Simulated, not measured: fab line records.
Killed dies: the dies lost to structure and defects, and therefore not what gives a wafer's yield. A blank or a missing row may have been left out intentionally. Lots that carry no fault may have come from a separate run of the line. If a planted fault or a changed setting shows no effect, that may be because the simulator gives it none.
The tool behind it: which one? ; flow n5 finfet ; 12 lots, 33 wafers sampled, at 5 steps of a route of 1938

## WHAT THE GAUGES SHOWED, per wafer
N5_FIN_CUT_CD_MEAS_08 targets a cd of 29.1 nm.
lot;measured;on;cd nm (nm)
L776;day 2 08:08;cd sem-02;28.89 29.01 28.97
L778;day 2 20:56;cd sem-02;29.18 29.38 29.42
L779;day 3 03:38;cd sem-02;29.09 28.88 28.84
L780;day 3 09:16;cd sem-03;29.31 29.11 29.14
L784;day 4 09:58;cd sem-01;29.12 28.63 29.20
L785;day 4 15:12;cd sem-03;29.09 29.28 28.80
L786;day 5 01:02;cd sem-02;29.73 28.89 29.19
L791;day 6 04:26;cd sem-02;28.72 29.04 29.14
L794;day 6 22:42;cd sem-02;29.24 29.28
L795;day 7 03:26;cd sem-01;29.16 28.61
L796;day 7 11:35;cd sem-03;29.08 29.13
L798;day 8 00:17;cd sem-02;28.78 28.76 29.10

N5_STI_FIN_REVEAL_FIN_H_MEAS_10.
lot;measured;on;trench depth nm (nm)
L776;day 2 18:11;ocd-01;52.0 51.6 51.1
L778;day 3 07:43;ocd-01;52.6 54.5 52.7
L779;day 3 13:58;ocd-01;51.6 51.8 51.3
L780;day 3 19:31;ocd-01;52.4 52.3 52.0
L784;day 4 20:25;ocd-02;51.1 51.6 51.5
L785;day 5 01:26;ocd-01;52.9 53.4 51.8
L786;day 5 11:04;ocd-01;51.4 51.4 52.0
L791;day 6 14:23;ocd-02;53.2 53.5 51.7
L794;day 7 10:18;ocd-02;51.1 45.9
L795;day 7 13:20;ocd-01;52.6 45.2
L796;day 7 21:26;ocd-02;46.7 45.4
L798;day 8 10:53;ocd-01;51.8 52.2 52.5

N5_DUMMY_GATE_CD_MEAS_15 targets a cd of 25.8 nm.
lot;measured;on;cd nm (nm)
L776;day 3 02:46;cd sem-02;25.04 24.69 25.22
L778;day 3 16:32;cd sem-02;24.87 24.77 25.04
L779;day 3 22:40;cd sem-03;25.15 24.62 25.01
L780;day 4 04:05;cd sem-01;25.08 25.16 24.89
L784;day 5 05:06;cd sem-02;25.37 24.97 25.16
L785;day 5 10:10;cd sem-02;24.83 24.97 24.64
L786;day 5 19:38;cd sem-01;24.90 24.94 24.92
L791;day 6 22:59;cd sem-02;24.51 24.86 25.02
L794;day 7 18:52;cd sem-01;24.90 25.14
L795;day 7 21:58;cd sem-02;24.91 24.74
L796;day 8 06:01;cd sem-03;24.43 25.43
L798;day 8 20:43;cd sem-02;25.49 25.10 25.33

## WHAT TOOL EACH LOT RAN ON (gives the tool, then ch and the chambers of the sampled wafers, and finally the start)
lot;N5_STI_FIN_REVEAL_ETCHBACK_08;N5_DUMMY_GATE_ALD_02
L776;rie diel-05 ch 1,2,3, day 2 15:10;ald sin-04 ch 1,2,3, day 2 18:22
L778;rie diel-03 ch 0,1,2, day 3 04:37;ald sin-03 ch 0,1, day 3 08:02
L779;rie diel-05 ch 1,2, day 3 10:46;ald sin-03 ch 0,1,3, day 3 14:09
L780;rie diel-03 ch 0,2,3, day 3 16:02;ald sin-01 ch 1,2,3, day 3 19:41
L784;rie diel-05 ch 0,1,2, day 4 17:22;ald sin-04 ch 2,3, day 4 20:35
L785;rie diel-04 ch 0,1,3, day 4 21:57;ald sin-03 ch 2,3, day 5 01:37
L786;rie diel-05 ch 0,1, day 5 08:04;ald sin-03 ch 0,1, day 5 11:14
L791;rie diel-03 ch 0,1, day 6 11:22;ald sin-03 ch 0,1, day 6 14:34
L794;rie diel-03 ch 1,2, day 7 07:19;ald sin-04 ch 3, day 7 10:29
L795;rie diel-03 ch 0, day 7 10:22;ald sin-03 ch 1, day 7 13:35
L796;rie diel-03 ch 2,3, day 7 18:29;ald sin-03 ch 2,3, day 7 21:39
L798;rie diel-04 ch 1,2,3, day 8 07:55;ald sin-03 ch 0,2,3, day 8 12:13
- N5_STI_FIN_REVEAL_ETCHBACK_08: etches SiO2 in C4F6/O2, target depth 30.5 nm, time 10.167 s.
- N5_DUMMY_GATE_ALD_02: deposits SiO2, target thk 2 nm, pulse time 1 s.

## AS READ BY THE TOOLS THEMSELVES (means over the sampled wafers that have a number; for cases with no such wafer, the mark the record gives instead)
N5_STI_FIN_REVEAL_ETCHBACK_08.
lot;tool;C4F6_flow_sccm (sccm);drypump motor current A (A);oes product au (a.u.);rf vpp V (V);showerhead plenum p Torr (Torr);throttle valve pct (%)
L776;rie diel-05;10.01;5.7;0.73;648;2.84;20.98
L778;rie diel-03;10.00;5.9;0.81;663;2.87;21.23
L779;rie diel-05;10.02;5.3;0.74;650;2.79;20.99
L780;rie diel-03;10.05;5.6;0.84;668;2.88;21.34
L784;rie diel-05;9.97;5.6;0.71;649;2.74;21.01
L785;rie diel-04;10.00;6.3;0.75;674;2.88;20.88
L786;rie diel-05;10.00;5.3;0.72;646;2.79;20.91
L791;rie diel-03;10.01;6.2;0.85;658;2.81;20.99
L794;rie diel-03;10.00;6.3;0.80;661;2.87;21.27
L795;rie diel-03;9.95;5.3;0.73;662;2.84;21.24
L796;rie diel-03;10.00;5.8;0.81;670;2.88;21.48
L798;rie diel-04;9.96;6.2;0.73;665;2.82;21.07

N5_DUMMY_GATE_ALD_02.
lot;tool;heater power w (W);precursor pulse height rel
L776;ald sin-04;470;1.014
L778;ald sin-03;479;1.009
L779;ald sin-03;486;1.002
L780;ald sin-01;519;1.002
L784;ald sin-04;455;0.979
L785;ald sin-03;509;1.006
L786;ald sin-03;476;1.000
L791;ald sin-03;454;1.011
L794;ald sin-04;444;1.012
L795;ald sin-03;510;1.010
L796;ald sin-03;505;1.002
L798;ald sin-03;481;1.015

## THE ANSWER, worked out from the rows above alone
Rule: the lots themselves supply what counts as usual. Put in order of their means at a reading, lots are off if they are a third of the lots or fewer, leave a main group of 4 or more, and stand apart from it by a gap of 3 or more times the standard deviation of the main group's means; of several such gaps the widest counts. Not used: any main group whose means are identical at the precision the tables above print for the reading. Also off: a lot with no number at a reading for which 4 or more lots have one. Any other lot the step has rows for is counted as sound. Order of review: gauges by route order, followed by the tools' own readings, for which a lot's mean as printed above is used. At the first step where some lot is off, the reading lying furthest off is the one used; lots without a number count as furthest.
Off: L794, L795, L796 (N5_STI_FIN_REVEAL_FIN_H_MEAS_10, trench depth nm). Main group: mean 52.1 nm, sd 0.63.
A tool fits if, at a process step before that reading, it ran every lot that is off, and no sound lot after the first of them. The gauges at N5_STI_FIN_REVEAL_FIN_H_MEAS_10 are tried like those tools. One candidate fits, namely rie diel-03 at N5_STI_FIN_REVEAL_ETCHBACK_08. A fault onset in the window from L791 (day 6 11:22, its last sound lot) to L794 (day 7 07:19, its first lot off) fits.

## WHAT THE SIMULATOR HAD INSERTED
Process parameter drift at N5_STI_FIN_REVEAL_ETCHBACK_08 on rie diel-03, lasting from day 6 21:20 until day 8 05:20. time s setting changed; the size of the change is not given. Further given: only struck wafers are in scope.
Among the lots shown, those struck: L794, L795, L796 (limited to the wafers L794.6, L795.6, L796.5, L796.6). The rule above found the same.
